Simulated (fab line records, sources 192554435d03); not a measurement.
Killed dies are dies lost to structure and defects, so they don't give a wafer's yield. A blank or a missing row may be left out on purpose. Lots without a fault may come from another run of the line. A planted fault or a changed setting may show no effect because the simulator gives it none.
Split-lot experiment | flow n5_finfet | 7 lots, 21 wafers read, on a route of 1938 steps

THE SPLIT
At N5_MOL_CONTACT_COAG_COAT_64 (time 60 s, resist thk 10 nm), the setting spin_rpm was moved away from the recipe's 1500 rpm on 5 of the 21 wafers read, by -7.9% to +10.2%. The other wafers ran this setting at the recipe's value.

FROM THE SPLIT TO THE READING: what the file shows between them, 5 steps
- N5_MOL_CONTACT_COAG_EXPOSE_37: exposes mask VD, defocus 0 nm (also split here: dose_mj)
- N5_MOL_CONTACT_COAG_PEB_38: peb time 60 s
- N5_MOL_CONTACT_COAG_DEVELOP_39: develop time 30 s
- N5_MOL_CONTACT_COAG_DESCUM_45: chemistry O2, time 7 s
- N5_MOL_CONTACT_COAG_ETCH_65: etches underlayer in N2/H2, target depth 13 nm, time 10.4 s

THE READING
CAR-EUV_of_MOL_CONTACT_COAG_COAT_34.thk_nm (the simulator's own value, which no gauge read), in nm, at N5_MOL_CONTACT_COAG_ETCH_66 (etches SiARC in CF4, target depth 13 nm, time 21.7 s). The file gives no usual value for it. The 16 wafers here that ran the recipe average 17.0 nm, standard deviation 0.13 nm.

wafer  | tool, chamber at the split | spin_rpm as run, rpm | against the recipe | CAR-EUV_of_MOL_CONTACT_COAG_COAT_34.thk_nm, nm | against lot-mates on the recipe
L078.1 | litho_track-01, 0          | 1500                 | recipe             | 17                                             | -
L078.5 | litho_track-01, 0          | 1500                 | recipe             | 17                                             | -
L078.3 | litho_track-01, 0          | 1575                 | +5.0%              | 17.2                                           | +0.2
L079.2 | litho_track-01, 0          | 1500                 | recipe             | 17                                             | -
L079.5 | litho_track-01, 0          | 1500                 | recipe             | 17                                             | -
L079.6 | litho_track-01, 0          | 1382                 | -7.9%              | 16.4                                           | -0.6
L081.3 | litho_track-02, 0          | 1551                 | +3.4%              | 17                                             | +0.2
L081.4 | litho_track-02, 0          | 1500                 | recipe             | 16.6                                           | -
L081.6 | litho_track-02, 0          | 1500                 | recipe             | 17                                             | -
L083.1 | litho_track-01, 0          | 1500                 | recipe             | 17                                             | -
L083.2 | litho_track-01, 0          | 1500                 | recipe             | 17                                             | -
L083.4 | litho_track-01, 0          | 1500                 | recipe             | 17.2                                           | -
L086.2 | litho_track-01, 0          | 1653                 | +10.2%             | 17.6                                           | +0.6
L086.4 | litho_track-01, 0          | 1653                 | +10.2%             | 17.6                                           | +0.6
L086.6 | litho_track-01, 0          | 1500                 | recipe             | 17                                             | -
L089.2 | litho_track-01, 0          | 1500                 | recipe             | 17                                             | -
L089.4 | litho_track-01, 0          | 1500                 | recipe             | 17                                             | -
L089.5 | litho_track-01, 0          | 1500                 | recipe             | 16.8                                           | -
L091.1 | litho_track-02, 0          | 1500                 | recipe             | 17                                             | -
L091.2 | litho_track-02, 0          | 1500                 | recipe             | 17                                             | -
L091.4 | litho_track-02, 0          | 1500                 | recipe             | 17.2                                           | -

THE FIT
A straight line over all 21 wafers: CAR-EUV_of_MOL_CONTACT_COAG_COAT_34.thk_nm changes by +0.0608 nm for each +1% of spin_rpm; r = +0.87; the points scatter about the line by 0.13 nm.
The same after taking each lot's own level away (the mean of its wafers on the recipe; 21 wafers): +0.0618 nm for each +1%; r = +0.93; scatter 0.098 nm.
On that fit, the largest move of spin_rpm shifts the reading by 0.63 nm.
The lots' own levels span 16.80 to 17.07 nm, that is 2.0 times the standard deviation above.
So the lot-to-lot level changes the slope little: the two slopes agree.
Check: with one of the wafers moved furthest among these (+10.2%) left out of the fit, the line predicts +0.624 nm for it against its lot-mates. It came out at +0.6 nm against them.

OTHER SPLITS ON THESE WAFERS
These wafers also went through other splits before the reading. Each is held against what the fit with the lots' levels taken away leaves over:
other split on the same wafers        | wafers away from the commonest value | r with CAR-EUV_of_MOL_CONTACT_COAG_COAT_34.thk_nm (lot level and that fit taken away)
N5_HKMG_FIN_EXPOSE_46 dose_mj         | 6                                    | -0.12
N5_HKMG_FIN_ETCH_58 source_w          | 10                                   | +0.01
N5_HKMG_FIN_EXPOSE_09 dose_mj         | 9                                    | +0.06
N5_HKMG_FIN_ETCH_35 time_s            | 8                                    | +0.04
N5_MOL_CONTACT_COAG_ETCH_105 bias_w   | 7                                    | -0.13
N5_MOL_CONTACT_COAG_EXPOSE_37 dose_mj | 7                                    | +0.06

THE WHOLE CHAIN: every reading that the file lists as answering this split, in the file's order
step                        | what it does                                                | reading                                                                                        | change (the file's fit)                | r (the file's)
N5_MOL_CONTACT_COAG_COAT_64 | time 60 s, resist thk 10 nm                                 | underlayer_of_MOL_CONTACT_COAG_COAT_64.thk_nm (the simulator's own value, which no gauge read) | -0.0465 nm for each +1% of the setting | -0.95
N5_MOL_CONTACT_COAG_ETCH_65 | etches underlayer in N2/H2, target depth 13 nm, time 10.4 s | etch.depth_nm (the simulator's own value, which no gauge read)                                 | -0.0501 nm for each +1% of the setting | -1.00
N5_MOL_CONTACT_COAG_ETCH_65 | etches underlayer in N2/H2, target depth 13 nm, time 10.4 s | CAR-EUV_of_MOL_CONTACT_COAG_COAT_34.thk_nm (the simulator's own value, which no gauge read)    | +0.0585 nm for each +1% of the setting | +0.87
N5_MOL_CONTACT_COAG_ETCH_66 | etches SiARC in CF4, target depth 13 nm, time 21.7 s        | CAR-EUV_of_MOL_CONTACT_COAG_COAT_34.thk_nm (the simulator's own value, which no gauge read)    | +0.0618 nm for each +1% of the setting | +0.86

THE FILE'S OWN FIT
CAR-EUV_of_MOL_CONTACT_COAG_COAT_34.thk_nm changes by +0.0618 nm for each +1% of spin_rpm, r = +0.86.
